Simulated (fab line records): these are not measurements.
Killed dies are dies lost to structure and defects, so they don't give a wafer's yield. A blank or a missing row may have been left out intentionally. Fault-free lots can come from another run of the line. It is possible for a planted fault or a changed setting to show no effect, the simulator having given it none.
fab line records	flow nand_harc
[record] lots = 24	wafers = 72	last_day = 33
route steps=1302 shown A_SOURCE_PLATE@423 A_CHANNEL_HOLE_D1@465 A_CHANNEL_FILL_D1@492 A_DECK1_JOINT@528
lots that met no fault: from a run of the same line without faults
start_h: the number of hours between the record's first day and the start of the first shown wafer of the lot	wait_h: hours elapsed since this lot's preceding step	" identical to the entry in the row above	L1.1+2: several wafers, shown together as one row	- no value, or no start given	* or withheld: withheld	< > ~ a bound
route shown NAME@n: names a module that has steps shown in the file, with the first one's number in the route	usual: mean/standard deviation taken from wafers without a fault	same: alike in all rows	chamber/n: place in a boat	sites: the reading at each site	_std_site: the values' standard deviation	_edge_site: outer sites' mean less inner sites'	radius_mm: how far each site lies from the wafer's centre	mask NAME#n: copy n	behind: the most recent tool/chamber to have shaped the wafer	hold: cause of the lot's hold/its duration in hours/its outcome	device: the transistor (n, p or np) that didn't switch	end of line: the same wafers' tests at the end of the route	for a step that has no rows: nothing shown but its recipe	killed: the dies lost at the first sort to structure and to defects; this is not the yield of the wafer	map: per-die view of a wafer (x killed, . not killed, _ where there is no die)
set.NAME: setting as actually run; set.NAME@STEP: the setting as run at that earlier step	model.NAME: the simulator's own value behind a step, which no gauge read
a sample of lots followed through the steps of the route, with each step as a table and each wafer as a row
services: the hour from which a tool's chamber was out of use, counted from the record's first day as start_h (under 0 if before that day), plus the number of hours and why
[[steps]]
[step NHARC_A_SOURCE_PLATE_INSPECT_08]
[usual] raw_defect_count = 55/21
lot.wafer	tool	chamber	start_h	wait_h	raw_defect_count
L074.2	defect_inspect-02	-	155.81	0.0	68
L074.5	"	-	"	"	55
L074.6	"	-	"	"	36
L075.1	defect_inspect-01	-	171.32	0.0	51
L075.3	"	-	"	"	48
L075.5	"	-	"	"	48
L076.2	defect_inspect-01	-	175.18	0.0	29
L076.4	"	-	"	"	28
L076.5	"	-	"	"	50
L077.2	defect_inspect-02	-	189.00	0.0	32
L077.3	"	-	"	"	45
L077.6	"	-	"	"	44
L078.1	defect_inspect-01	-	199.41	0.0	77
L078.2	"	-	"	"	55
L078.3	"	-	"	"	75
L079.2	defect_inspect-01	-	216.61	0.0	76
L079.4	"	-	"	"	38
L079.6	"	-	"	"	52
L080.1	defect_inspect-02	-	222.51	0.0	39
L080.4	"	-	"	"	38
L080.6	"	-	"	"	70
L081.1	defect_inspect-02	-	239.23	0.0	72
L081.4	"	-	"	"	115
L081.6	"	-	"	"	68
L082.2	defect_inspect-01	-	239.23	0.0	69
L082.3	"	-	"	"	53
L082.5	"	-	"	"	85
L083.1	defect_inspect-02	-	244.77	0.0	32
L083.2	"	-	"	"	37
L083.3	"	-	"	"	28
L084.3	defect_inspect-01	-	266.06	0.0	59
L084.4	"	-	"	"	70
L084.5	"	-	"	"	87
L085.1	defect_inspect-01	-	272.36	0.0	43
L085.2	"	-	"	"	35
L085.6	"	-	"	"	32
L086.2	defect_inspect-02	-	277.30	0.0	75
L086.3	"	-	"	"	98
L086.5	"	-	"	"	85
L089.2	defect_inspect-01	-	304.54	0.0	31
L089.3	"	-	"	"	63
L089.5	"	-	"	"	66
L087.3	defect_inspect-02	-	304.54	0.0	43
L087.5	"	-	"	"	39
L087.6	"	-	"	"	65
L088.1	defect_inspect-02	-	308.27	0.0	56
L088.4	"	-	"	"	34
L088.5	"	-	"	"	56
L091.2	defect_inspect-01	-	327.92	0.0	29
L091.4	"	-	"	"	48
L091.5	"	-	"	"	55
L090.2	defect_inspect-02	-	327.92	0.0	42
L090.3	"	-	"	"	41
L090.6	"	-	"	"	22
L092.2	defect_inspect-01	-	344.70	0.0	98
L092.5	"	-	"	"	114
L092.6	"	-	"	"	68
L093.1	defect_inspect-01	-	349.73	0.0	53
L093.2	"	-	"	"	36
L093.4	"	-	"	"	41
L094.2	defect_inspect-01	-	360.69	0.0	70
L094.4	"	-	"	"	47
L094.5	"	-	"	"	51
L095.2	defect_inspect-01	-	368.53	0.0	80
L095.3	"	-	"	"	53
L095.6	"	-	"	"	55
L096.2	defect_inspect-02	-	382.01	0.0	31
L096.3	"	-	"	"	68
L096.5	"	-	"	"	70
L097.3	defect_inspect-02	-	393.55	0.0	43
L097.5	"	-	"	"	54
L097.6	"	-	"	"	27
[step NHARC_A_CHANNEL_HOLE_D1_DESCUM_15]
[recipe] time_s = 3	o2_flow_sccm = 200	ar_flow_sccm = 0	bias_power_w = 0	chemistry = O2
[usual] drypump_motor_current_A = 5.5/0.45	oes_product_au = 0.999/0.0098	rf_vpp_V = 57.8/0.83	showerhead_plenum_p_Torr = 1.91/0.059	throttle_valve_pct = 11.312/0.009
lot.wafer	tool	chamber	start_h	wait_h	drypump_motor_current_A	oes_product_au	rf_hours_counter_h	rf_vpp_V	showerhead_plenum_p_Torr	throttle_valve_pct
L074.2	rie_diel-06	3	174.90	0.1	6.5	0.995	16	57.1	1.80	11.301
L074.6	"	0	"	"	5.6	0.991	-	58.4	2.02	11.317
L074.5	"	1	"	"	5.5	0.993	-	58.1	1.98	11.315
L075.1	rie_diel-02	2	189.43	0.1	5.9	1.005	11	57.8	1.95	11.307
L075.3	"	3	"	"	4.9	0.990	8	57.3	1.90	11.333
L075.5	"	1	"	"	5.4	0.984	-	58.5	1.99	11.300
L076.2	rie_diel-06	2	189.72	0.1	5.0	1.013	18	56.5	1.91	11.326
L076.4	"	3	"	"	6.5	0.995	19	57.0	1.80	11.312
L076.5	"	2	"	"	5.0	1.021	-	57.3	1.91	11.305
L077.2	rie_diel-05	1	205.28	0.1	4.8	1.008	48	58.1	1.85	11.310
L077.3	"	3	"	"	4.9	0.984	49	56.8	1.78	11.300
L077.6	"	1	"	"	4.8	1.007	-	58.4	1.85	11.322
L078.3	rie_diel-02	3	215.87	0.1	4.9	0.998	11	57.1	1.90	11.322
L078.1	"	1	"	"	5.5	1.004	13	58.3	1.99	11.314
L078.2	"	2	"	"	5.9	0.996	14	57.7	1.95	11.319
L079.2	rie_diel-02	1	233.63	0.1	5.4	1.004	0	58.2	1.99	11.322
L079.4	"	3	"	"	5.0	0.990	0	58.4	1.90	11.313
L079.6	"	2	"	"	5.9	0.994	-	57.6	1.95	11.303
L080.1	rie_diel-02	2	241.86	0.1	5.9	1.005	2	57.4	1.95	11.308
L080.4	"	1	"	"	5.5	1.016	2	58.0	1.99	11.305
L080.6	"	2	"	"	5.9	1.014	-	58.6	1.95	11.311
L081.1	rie_diel-02	2	261.73	0.1	5.9	0.993	3	58.1	1.95	11.316
L081.4	"	0	"	"	5.8	0.998	3	55.8	1.86	11.319
L081.6	"	2	"	"	5.9	0.997	-	57.5	1.95	11.319
L082.3	rie_diel-02	1	263.01	0.1	5.5	1.017	3	59.1	1.99	11.322
L082.2	"	0	"	"	5.8	0.993	3	57.3	1.86	11.315
L082.5	"	1	"	"	5.4	1.010	-	57.9	1.99	11.319
L083.2	rie_diel-02	3	265.87	0.1	5.0	1.000	4	58.0	1.90	11.317
L083.1	"	0	"	"	5.8	0.991	4	58.4	1.86	11.312
L083.3	"	1	"	"	5.4	1.014	4	59.8	1.99	11.310
L084.3	rie_diel-02	1	286.66	0.1	5.5	1.011	5	57.1	1.99	11.300
L084.4	"	3	"	"	5.0	0.999	5	58.2	1.90	11.293
L084.5	"	0	"	"	5.8	1.005	-	58.3	1.86	11.310
L085.2	rie_diel-05	2	286.95	0.1	6.3	0.997	7	58.6	1.86	11.317
L085.1	"	0	"	"	5.2	1.015	12	58.9	1.89	11.306
L085.6	"	1	"	"	4.8	1.007	-	57.9	1.84	11.316
L086.3	rie_diel-02	0	294.08	0.1	5.8	0.990	7	56.9	1.86	11.321
L086.2	"	1	"	"	5.4	1.004	7	55.5	1.99	11.307
L086.5	"	0	"	"	5.8	0.990	-	58.3	1.86	11.311
L089.2	rie_diel-02	3	324.98	0.1	5.0	1.003	9	57.3	1.90	11.322
L089.3	"	0	"	"	5.8	0.988	9	57.7	1.86	11.301
L089.5	"	0	"	"	5.8	0.989	-	58.4	1.86	11.322
L087.3	rie_diel-02	0	325.31	0.1	5.8	0.988	9	55.9	1.86	11.304
L087.5	"	3	"	"	5.0	0.988	-	56.8	1.90	11.302
L087.6	"	0	"	"	5.8	0.985	-	57.6	1.86	11.308
L088.4	rie_diel-02	2	326.93	0.1	5.8	0.997	10	56.5	1.95	11.305
L088.1	"	3	"	"	5.0	0.996	10	58.6	1.90	11.298
L088.5	"	1	"	"	5.4	1.001	-	59.0	1.99	11.312
L091.2	rie_diel-06	2	346.82	0.1	5.0	1.014	12	58.0	1.89	11.302
L091.4	"	0	"	"	5.7	1.013	8	58.2	2.00	11.314
L091.5	"	2	"	"	5.0	1.014	-	59.1	1.89	11.313
L090.2	rie_diel-05	1	347.25	0.1	4.8	1.013	33	56.3	1.83	11.283
L090.3	"	0	"	"	5.3	1.011	33	58.8	1.89	11.302
L090.6	"	0	"	"	5.3	1.007	-	57.9	1.89	11.315
L092.2	rie_diel-02	0	361.03	0.1	5.8	0.992	13	58.3	1.86	11.309
L092.5	"	0	"	"	5.8	0.995	-	57.8	1.86	11.307
L092.6	"	1	"	"	5.4	1.001	-	58.0	1.98	11.318
L093.1	rie_diel-02	3	366.00	0.1	4.9	0.991	14	58.3	1.89	11.319
L093.2	"	0	"	"	5.8	1.001	14	57.1	1.86	11.310
L093.4	"	2	"	"	5.8	0.989	13	57.3	1.95	11.315
L094.4	rie_diel-02	0	379.96	0.1	5.8	0.992	14	57.9	1.86	11.301
L094.2	"	2	"	"	5.9	0.987	14	58.5	1.95	11.308
L094.5	"	1	"	"	5.4	1.000	-	57.9	1.98	11.306
L095.3	rie_diel-02	3	391.51	0.1	4.9	1.005	16	57.4	1.89	11.302
L095.2	"	0	"	"	5.8	0.995	15	58.5	1.86	11.293
L095.6	"	3	"	"	5.0	1.000	-	57.7	1.89	11.300
L096.3	rie_diel-05	2	399.56	0.1	6.3	0.991	42	56.9	1.85	11.305
L096.2	"	0	"	"	5.3	1.002	49	58.7	1.88	11.322
L096.5	"	3	"	"	4.9	0.981	-	56.6	1.77	11.313
L097.3	rie_diel-02	0	415.60	0.1	5.8	1.011	1	57.2	1.86	11.314
L097.5	"	3	"	"	5.0	1.017	-	58.2	1.89	11.319
L097.6	"	0	"	"	5.8	1.001	-	56.6	1.86	11.311
[step NHARC_A_CHANNEL_HOLE_D1_ETCH_24]
[recipe] bias_v = 5000	source_w = withheld	pressure_mtorr = 20	time_s = 906.2	ar_flow_sccm = 375	c4f8_flow_sccm = 93.8	o2_flow_sccm = 31.2	temp_c = -20	target_depth_a = 15000	chemistry = C4F8/O2/Ar
[usual] drypump_motor_current_A = 5.85/0.19	showerhead_plenum_p_Torr = 3.69/0.12	throttle_valve_pct = 32.236/0.009
lot.wafer	tool	chamber	start_h	wait_h	drypump_motor_current_A	rf_hours_counter_h	showerhead_plenum_p_Torr	throttle_valve_pct
L074.2	har_etch-02	1	178.32	0.6	6.00	296	3.42	32.254
L074.6	"	0	"	"	5.62	-	3.68	32.231
L074.5	"	1	"	"	6.01	-	3.42	32.233
L075.1	har_etch-01	1	195.04	0.6	5.72	97	3.73	32.224
L075.3	"	0	"	"	6.05	-	3.73	32.237
L075.5	"	0	"	"	6.07	-	3.73	32.222
L076.2	har_etch-02	1	196.15	0.6	5.99	307	3.42	32.216
L076.4	"	0	"	"	5.68	-	3.68	32.232
L076.5	"	1	"	"	5.98	-	3.42	32.233
L077.2	har_etch-01	0	208.73	0.6	6.04	105	3.72	32.233
L077.3	"	1	"	"	5.67	-	3.72	32.214
L077.6	"	0	"	"	6.06	-	3.72	32.230
L078.2	har_etch-01	0	219.25	0.6	6.06	113	3.72	32.231
L078.1	"	1	"	"	5.68	113	3.72	32.238
L078.3	"	1	"	"	5.65	-	3.72	32.233
L079.2	har_etch-01	0	237.04	0.6	6.06	121	3.72	32.246
L079.4	"	1	"	"	5.68	-	3.72	32.239
L079.6	"	0	"	"	6.05	-	3.72	32.240
L080.1	har_etch-01	0	246.61	0.6	6.06	128	3.71	32.245
L080.4	"	1	"	"	5.71	-	3.71	32.236
L080.6	"	1	"	"	5.70	-	3.71	32.239
L081.1	har_etch-01	0	265.15	0.6	6.09	140	3.70	32.231
L081.4	"	1	"	"	5.67	-	3.71	32.253
L081.6	"	0	"	"	6.09	-	3.70	32.238
L082.2	har_etch-02	0	266.49	0.6	5.62	333	3.66	32.242
L082.3	"	1	"	"	6.00	-	3.40	32.224
L082.5	"	1	"	"	6.03	-	3.40	32.238
L083.2	har_etch-01	1	269.19	0.6	5.68	144	3.70	32.221
L083.1	"	0	"	"	6.08	144	3.70	32.249
L083.3	"	1	"	"	5.66	-	3.70	32.242
L084.3	har_etch-02	1	291.21	0.6	6.00	-	3.39	32.235
L084.4	"	0	"	"	5.66	-	3.65	32.232
L084.5	"	0	"	"	5.63	-	3.65	32.250
L085.1	har_etch-01	0	294.42	0.6	6.08	159	3.69	32.253
L085.2	"	1	"	"	5.73	159	3.70	32.239
L085.6	"	1	"	"	5.71	-	3.70	32.242
L086.2	har_etch-02	0	299.81	1.2	5.67	-	3.65	32.233
L086.3	"	0	"	"	5.66	-	3.65	32.248
L086.5	"	0	"	"	5.66	-	3.65	32.245
L089.2	har_etch-02	0	328.57	0.6	5.64	372	3.64	32.227
L089.3	"	0	"	"	5.64	-	3.64	32.234
L089.5	"	1	"	"	5.98	-	3.92	32.239
L087.3	har_etch-01	1	329.12	0.6	5.64	-	3.69	32.235
L087.5	"	1	"	"	5.66	-	3.69	32.246
L087.6	"	0	"	"	6.08	-	3.69	32.242
L088.1	har_etch-02	0	332.75	0.6	5.62	376	3.64	32.232
L088.4	"	0	"	"	5.63	-	3.64	32.240
L088.5	"	0	"	"	5.64	-	3.64	32.249
L091.2	har_etch-02	1	350.27	0.6	6.02	386	3.92	32.233
L091.4	"	1	"	"	6.02	-	3.92	32.233
L091.5	"	0	"	"	5.66	-	3.63	32.225
L090.2	har_etch-01	1	352.19	0.6	5.69	190	3.68	32.237
L090.3	"	1	"	"	5.73	-	3.68	32.233
L090.6	"	1	"	"	5.71	-	3.68	32.253
L092.2	har_etch-02	0	364.36	0.6	5.68	395	3.63	32.218
L092.6	"	0	"	"	5.66	-	3.63	32.236
L092.5	"	1	"	"	6.01	-	3.91	32.245
L093.1	har_etch-02	0	369.31	0.6	5.62	399	3.63	32.232
L093.2	"	1	"	"	6.01	398	3.91	32.221
L093.4	"	0	"	"	5.64	-	3.63	32.246
L094.2	har_etch-01	0	384.73	0.6	6.07	212	3.67	32.240
L094.4	"	0	"	"	6.09	-	3.67	32.212
L094.5	"	1	"	"	5.68	-	3.67	32.216
L095.2	har_etch-01	0	394.80	0.6	6.07	220	3.66	32.233
L095.3	"	0	"	"	6.03	-	3.66	32.239
L095.6	"	1	"	"	5.67	-	3.66	32.238
L096.2	har_etch-02	1	403.00	0.6	6.01	6	3.90	32.226
L096.3	"	1	"	"	6.03	-	3.90	32.235
L096.5	"	0	"	"	5.61	-	3.62	32.248
L097.3	har_etch-02	0	419.17	0.6	5.64	-	3.62	32.227
L097.6	"	0	"	"	5.67	-	3.62	32.234
L097.5	"	1	"	"	6.02	-	3.90	32.248
[step NHARC_A_CHANNEL_FILL_D1_ALD_02]
[recipe] target_thk_a = 60	pulse_time_s = 10	ald_cycles = 60	temp_c = 300	material = SiO2
[usual] heater_power_w = 457/52	precursor_pulse_height_rel = 1.000/0.02
lot.wafer	tool	chamber	start_h	wait_h	heater_power_w	precursor_pulse_height_rel
L074.2	ald_hk-03	2	183.31	1.1	544	0.999
L074.6	"	3	"	"	507	1.023
L074.5	"	0	"	"	426	1.010
L075.1	ald_hk-02	1	198.95	-	492	1.047
L075.3	"	2	"	"	380	1.004
L075.5	"	0	"	"	574	1.020
L076.2	ald_hk-04	0	200.07	-	415	1.029
L076.4	"	1	"	"	505	0.959
L076.5	"	3	"	"	408	0.994
L077.2	ald_hk-02	3	213.22	-	458	0.993
L077.3	"	0	"	"	573	1.015
L077.6	"	2	"	"	400	0.973
L078.2	ald_hk-02	2	223.88	-	389	0.957
L078.3	"	3	"	"	463	1.003
L078.1	"	0	"	"	568	0.996
L079.4	ald_hk-04	0	240.70	-	411	1.010
L079.2	"	3	"	"	418	1.014
L079.6	"	1	"	"	508	1.010
L080.1	ald_hk-03	1	250.27	-	496	0.983
L080.4	"	3	"	"	480	1.028
L080.6	"	1	"	"	498	1.023
L081.1	ald_hk-04	3	268.83	-	420	0.990
L081.4	"	1	"	"	472	1.027
L081.6	"	0	"	"	437	0.990
L082.3	ald_hk-03	2	270.29	-	507	0.963
L082.2	"	3	"	"	494	1.024
L082.5	"	3	"	"	487	1.019
L083.1	ald_hk-03	3	272.94	-	488	1.009
L083.3	"	0	"	"	413	0.997
L083.2	"	2	"	"	525	0.961
L084.4	ald_hk-03	1	294.89	-	493	0.989
L084.3	"	2	"	"	513	0.973
L084.5	"	3	"	"	487	1.004
L085.1	ald_hk-04	2	298.20	-	409	0.975
L085.2	"	3	"	"	419	0.985
L085.6	"	3	"	"	419	1.013
L086.2	ald_hk-02	1	305.57	-	485	1.001
L086.3	"	2	"	"	386	1.018
L086.5	"	3	"	"	434	0.967
L089.2	ald_hk-02	0	332.30	-	582	1.020
L089.3	"	2	"	"	393	0.994
L089.5	"	0	"	"	572	0.981
L087.3	ald_hk-02	1	332.86	-	481	1.028
L087.5	"	1	"	"	483	0.981
L087.6	"	2	"	"	381	1.026
L088.4	ald_hk-02	2	336.45	-	391	1.020
L088.1	"	0	"	"	582	1.011
L088.5	"	1	"	"	484	0.982
L091.4	ald_hk-04	2	354.43	-	407	0.993
L091.2	"	3	"	"	412	0.975
L091.5	"	0	"	"	442	0.998
L090.3	ald_hk-04	1	355.99	-	470	1.023
L090.2	"	3	"	"	416	1.008
L090.6	"	0	"	"	444	0.996
L092.2	ald_hk-04	2	368.67	-	421	1.011
L092.6	"	3	"	"	420	0.995
L092.5	"	0	"	"	441	0.983
L093.1	ald_hk-04	3	373.11	-	412	0.971
L093.2	"	0	"	"	449	1.034
L093.4	"	2	"	"	418	0.994
L094.2	ald_hk-04	3	388.58	-	425	0.982
L094.4	"	1	"	"	460	1.003
L094.5	"	3	"	"	410	1.009
L095.3	ald_hk-04	2	398.66	-	415	1.007
L095.2	"	1	"	"	476	1.024
L095.6	"	2	"	"	413	0.994
L096.3	ald_hk-02	2	406.71	-	377	1.008
L096.2	"	3	"	"	444	0.988
L096.5	"	1	"	"	510	1.029
L097.3	ald_hk-04	0	422.91	-	451	1.010
L097.5	"	1	"	"	479	1.015
L097.6	"	2	"	"	418	0.985
[step NHARC_A_CHANNEL_FILL_D1_ALD_14]
[recipe] target_thk_a = 25	pulse_time_s = 10	ald_cycles = 25	temp_c = 300	material = SiO2
[usual] heater_power_w = 468/54	precursor_pulse_height_rel = 0.996/0.02
lot.wafer	tool	chamber	start_h	wait_h	heater_power_w	precursor_pulse_height_rel
L074.2	ald_hk-04	0	190.19	0.6	414	0.986
L074.6	"	0	"	"	413	0.986
L074.5	"	1	"	"	496	0.963
L076.4	ald_hk-03	1	205.89	0.1	479	0.962
L076.2	"	2	"	"	539	1.000
L076.5	"	3	"	"	493	0.983
L075.3	ald_hk-04	0	205.90	0.1	420	0.993
L075.1	"	1	"	"	492	1.014
L075.5	"	3	"	"	409	0.983
L077.3	ald_hk-04	1	220.06	0.1	504	0.983
L077.2	"	3	"	"	419	0.997
L077.6	"	0	"	"	411	0.987
L078.2	ald_hk-02	0	230.88	0.0	583	0.975
L078.1	"	2	"	"	399	1.010
L078.3	"	3	"	"	452	1.005
L079.4	ald_hk-03	3	247.69	0.0	490	1.024
L079.2	"	1	"	"	493	1.001
L079.6	"	0	"	"	422	0.986
L080.4	ald_hk-02	0	257.75	0.0	586	1.005
L080.1	"	3	"	"	463	0.988
L080.6	"	0	"	"	565	0.968
L081.4	ald_hk-03	1	276.58	0.0	491	0.984
L081.1	"	3	"	"	492	0.980
L081.6	"	2	"	"	523	1.018
L082.3	ald_hk-02	1	276.65	0.1	492	0.974
L082.2	"	2	"	"	396	1.013
L082.5	"	0	"	"	586	1.010
L083.2	ald_hk-03	0	279.90	0.0	414	0.976
L083.3	"	2	"	"	497	0.975
L083.1	"	3	"	"	494	1.005
L084.4	ald_hk-04	3	301.81	0.0	424	0.987
L084.3	"	2	"	"	426	0.995
L084.5	"	3	"	"	420	1.004
L085.2	ald_hk-02	0	305.20	0.0	570	1.007
L085.1	"	2	"	"	374	0.971
L085.6	"	1	"	"	483	1.000
L086.3	ald_hk-03	3	312.46	0.0	492	0.971
L086.2	"	0	"	"	413	1.038
L086.5	"	3	"	"	489	0.978
L089.2	ald_hk-02	3	339.24	0.0	462	0.988
L089.3	"	0	"	"	589	1.020
L089.5	"	3	"	"	457	0.965
L087.3	ald_hk-04	2	339.32	0.1	417	0.990
L087.5	"	0	"	"	435	1.015
L087.6	"	1	"	"	474	0.964
L088.4	ald_hk-02	3	343.48	0.1	451	0.984
L088.1	"	0	"	"	587	0.938
L088.5	"	1	"	"	491	0.986
L090.3	ald_hk-02	2	361.49	0.0	377	0.985
L090.2	"	0	"	"	586	0.962
L090.6	"	3	"	"	434	0.992
L091.2	ald_hk-03	1	361.49	0.0	510	0.996
L091.4	"	0	"	"	426	0.974
L091.5	"	1	"	"	499	0.984
L092.2	ald_hk-04	3	375.67	0.2	421	0.996
L092.6	"	0	"	"	456	0.996
L092.5	"	1	"	"	482	0.986
L093.4	ald_hk-04	2	380.14	0.0	428	0.996
L093.1	"	0	"	"	456	1.025
L093.2	"	1	"	"	476	1.013
L094.4	ald_hk-04	3	395.59	0.1	421	0.969
L094.2	"	0	"	"	452	1.021
L094.5	"	2	"	"	419	1.026
L095.3	ald_hk-02	1	405.71	0.0	518	0.968
L095.2	"	0	"	"	575	1.014
L095.6	"	1	"	"	505	1.009
L096.3	ald_hk-04	0	413.66	0.0	451	1.004
L096.2	"	1	"	"	481	1.008
L096.5	"	0	"	"	444	1.041
L097.3	ald_hk-03	3	429.66	0.1	480	0.978
L097.6	"	2	"	"	557	0.983
L097.5	"	3	"	"	496	0.979
[step NHARC_A_DECK1_JOINT_THK_MEAS_14]
[recipe] thk_meas_gauge = ellipsometry
[usual] thk_nm = 51.4/1.5
lot.wafer	tool	chamber	start_h	wait_h	thk_nm
L074.2	film_metro-02	-	242.54	0.2	50.8
L074.5	"	-	"	"	53.3
L074.6	"	-	"	"	51.0
L075.1	film_metro-01	-	260.52	0.2	52.8
L075.3	"	-	"	"	52.3
L075.5	"	-	"	"	49.9
L076.2	film_metro-02	-	260.52	0.2	50.2
L076.4	"	-	"	"	49.8
L076.5	"	-	"	"	49.9
L077.2	film_metro-02	-	271.63	0.2	48.7
L077.3	"	-	"	"	52.4
L077.6	"	-	"	"	50.3
L078.1	film_metro-01	-	284.80	0.2	50.0
L078.2	"	-	"	"	49.8
L078.3	"	-	"	"	52.2
L079.2	film_metro-01	-	301.53	0.2	53.0
L079.4	"	-	"	"	52.7
L079.6	"	-	"	"	52.3
L080.1	film_metro-02	-	309.82	0.2	54.3
L080.4	"	-	"	"	54.9
L080.6	"	-	"	"	53.1
L082.2	film_metro-01	-	328.27	0.2	53.9
L082.3	"	-	"	"	50.6
L082.5	"	-	"	"	54.5
L081.1	film_metro-02	-	328.27	0.2	51.8
L081.4	"	-	"	"	48.9
L081.6	"	-	"	"	47.4
L083.1	film_metro-02	-	333.09	0.2	50.3
L083.2	"	-	"	"	50.2
L083.3	"	-	"	"	49.8
L085.1	film_metro-01	-	356.35	0.2	49.1
L085.2	"	-	"	"	50.0
L085.6	"	-	"	"	51.7
L084.3	film_metro-02	-	356.36	0.2	52.4
L084.4	"	-	"	"	50.2
L084.5	"	-	"	"	52.2
L086.2	film_metro-02	-	364.30	0.2	49.5
L086.3	"	-	"	"	51.4
L086.5	"	-	"	"	53.0
L088.1	film_metro-01	-	391.42	0.2	52.5
L088.4	"	-	"	"	51.2
L088.5	"	-	"	"	52.1
L087.3	film_metro-02	-	391.42	0.2	50.5
L087.5	"	-	"	"	49.8
L087.6	"	-	"	"	52.7
L089.2	film_metro-01	-	396.79	0.2	50.4
L089.3	"	-	"	"	51.8
L089.5	"	-	"	"	49.4
L091.2	film_metro-02	-	412.41	0.2	51.9
L091.4	"	-	"	"	51.7
L091.5	"	-	"	"	53.6
L090.2	film_metro-01	-	412.41	0.2	51.4
L090.3	"	-	"	"	48.5
L090.6	"	-	"	"	51.4
L092.2	film_metro-02	-	427.93	0.2	54.0
L092.5	"	-	"	"	54.4
L092.6	"	-	"	"	53.5
L093.1	film_metro-01	-	435.70	0.2	50.5
L093.2	"	-	"	"	51.0
L093.4	"	-	"	"	49.6
L094.2	film_metro-01	-	447.30	0.2	52.0
L094.4	"	-	"	"	53.0
L094.5	"	-	"	"	50.9
L095.2	film_metro-02	-	457.37	0.2	51.4
L095.3	"	-	"	"	52.0
L095.6	"	-	"	"	51.9
L096.2	film_metro-01	-	465.78	0.2	51.2
L096.3	"	-	"	"	47.7
L096.5	"	-	"	"	51.0
L097.3	film_metro-02	-	481.06	0.2	52.8
L097.5	"	-	"	"	51.6
L097.6	"	-	"	"	52.7
[[services]]
tool	chamber	start_h	hours	kind
rie_diel-02	3	162.00	21.1	repair
ald_hk-02	-	171.62	10.0	pm
ald_hk-03	-	215.54	10.0	pm
rie_diel-02	-	216.75	9.0	pm
rie_diel-05	-	229.63	9.0	pm
ald_hk-04	-	254.19	10.0	pm
ald_hk-04	0	254.19	10.0	vent_cycle
ald_hk-04	1	254.19	10.0	vent_cycle
rie_diel-05	2	262.13	13.8	repair
rie_diel-05	-	279.15	0.6	repair
rie_diel-02	-	280.79	1.1	repair
rie_diel-02	0	305.52	6.3	repair
rie_diel-06	-	307.25	9.0	pm
rie_diel-05	0	330.05	3.3	repair
rie_diel-05	3	340.22	13.9	repair
ald_hk-02	-	349.62	10.0	pm
rie_diel-05	1	365.82	2.9	repair
rie_diel-02	0	372.55	4.2	repair
har_etch-02	-	377.00	17.0	pm
ald_hk-04	-	389.65	1.0	repair
rie_diel-02	-	393.75	9.0	pm
rie_diel-06	-	402.50	0.5	repair
rie_diel-05	-	406.63	9.0	pm
rie_diel-02	1	426.04	2.2	repair
[[key]]
fault none
